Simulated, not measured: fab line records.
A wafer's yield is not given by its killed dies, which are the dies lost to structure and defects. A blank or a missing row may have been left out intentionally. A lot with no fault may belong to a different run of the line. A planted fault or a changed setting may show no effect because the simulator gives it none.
Chamber matching | flow n5 finfet | 4 sister chambers for N5_BEOL_M2_ETCH_74 on rie diel-02
The step etches underlayer in N2/H2, target depth 6.5 nm, time 5.2 s. 20 wafers are shown with their chamber, then 10 later ones without.

## EACH WAFER AND ITS CHAMBER
wafer  | chamber | throttle valve pct (%) | showerhead plenum p Torr (Torr) | oes product au (a.u.)
L074.1 | 0       | 17.84                  | 2.48                            | 0.85
L074.2 | 1       | 17.46                  | 2.47                            | 0.70
L074.5 | 3       | 17.87                  | 2.50                            | 0.61
L076.1 | 3       | 17.87                  | 2.50                            | 0.60
L076.2 | 1       | 17.46                  | 2.47                            | 0.70
L076.3 | 0       | 17.82                  | 2.48                            | 0.86
L076.4 | 2       | 17.33                  | 2.50                            | 0.78
L076.5 | 0       | 17.83                  | 2.48                            | 0.84
L076.6 | 1       | 17.48                  | 2.47                            | 0.70
L077.1 | 3       | 17.87                  | 2.50                            | 0.61
L077.2 | 1       | 17.47                  | 2.47                            | 0.71
L077.3 | 0       | 17.82                  | 2.48                            | 0.84
L077.4 | 2       | 17.35                  | 2.50                            | 0.77
L077.5 | 0       | 17.80                  | 2.48                            | 0.84
L077.6 | 1       | 17.48                  | 2.47                            | 0.71
L079.2 | 2       | 17.34                  | 2.50                            | 0.74
L079.3 | 3       | 17.90                  | 2.50                            | 0.61
L079.4 | 0       | 17.85                  | 2.48                            | 0.81
L086.3 | 1       | 17.50                  | 2.46                            | 0.68
L086.4 | 2       | 17.40                  | 2.49                            | 0.72

SIGNATURES (means of the wafers above)
reading                  | chamber 0 | chamber 1 | chamber 2 | chamber 3 | scatter within a chamber
throttle valve pct       | 17.8267   | 17.4750   | 17.3550   | 17.8775   | 0.0198
showerhead plenum p Torr | 2.4800    | 2.4683    | 2.4975    | 2.5000    | 0.00315
oes product au           | 0.8400    | 0.7000    | 0.7525    | 0.6075    | 0.0165
Rule: a wafer's distance from a chamber is the root of the sum, over the readings, of the square of ((its reading less the chamber's mean) divided by the reading's scatter). The wafer belongs to the nearest chamber; if the next one is less than 2 further off, it can't be placed. The scatter: the root of (the sum of the squares of (reading less its chamber's mean) over the shown wafers, divided by (wafers less chambers)).

## WAFERS MISSING THEIR CHAMBER
wafer  | throttle valve pct (%) | showerhead plenum p Torr (Torr) | oes product au (a.u.)
L086.5 | 17.89                  | 2.47                            | 0.77
L089.1 | 17.88                  | 2.47                            | 0.76
L089.2 | 17.53                  | 2.46                            | 0.67
L089.3 | 17.94                  | 2.49                            | 0.59
L089.4 | 17.87                  | 2.47                            | 0.78
L089.5 | 17.54                  | 2.46                            | 0.68
L089.6 | 17.92                  | 2.49                            | 0.59
L097.2 | 17.97                  | 2.48                            | 0.57
L097.4 | 17.57                  | 2.45                            | 0.66
L097.5 | 17.44                  | 2.48                            | 0.69

## EACH ONE'S CHAMBER
wafer  | from the rows above | in truth
L086.5 | 0                   | 0
L089.1 | 0                   | 0
L089.2 | 1                   | 1
L089.3 | 3                   | 3
L089.4 | 0                   | 0
L089.5 | 1                   | 1
L089.6 | 3                   | 3
L097.2 | 3                   | 3
L097.4 | 1                   | 1
L097.5 | 1                   | 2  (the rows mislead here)
9 of 10 placed correctly. From these rows, 0 cannot be placed. 1 placed wrongly.
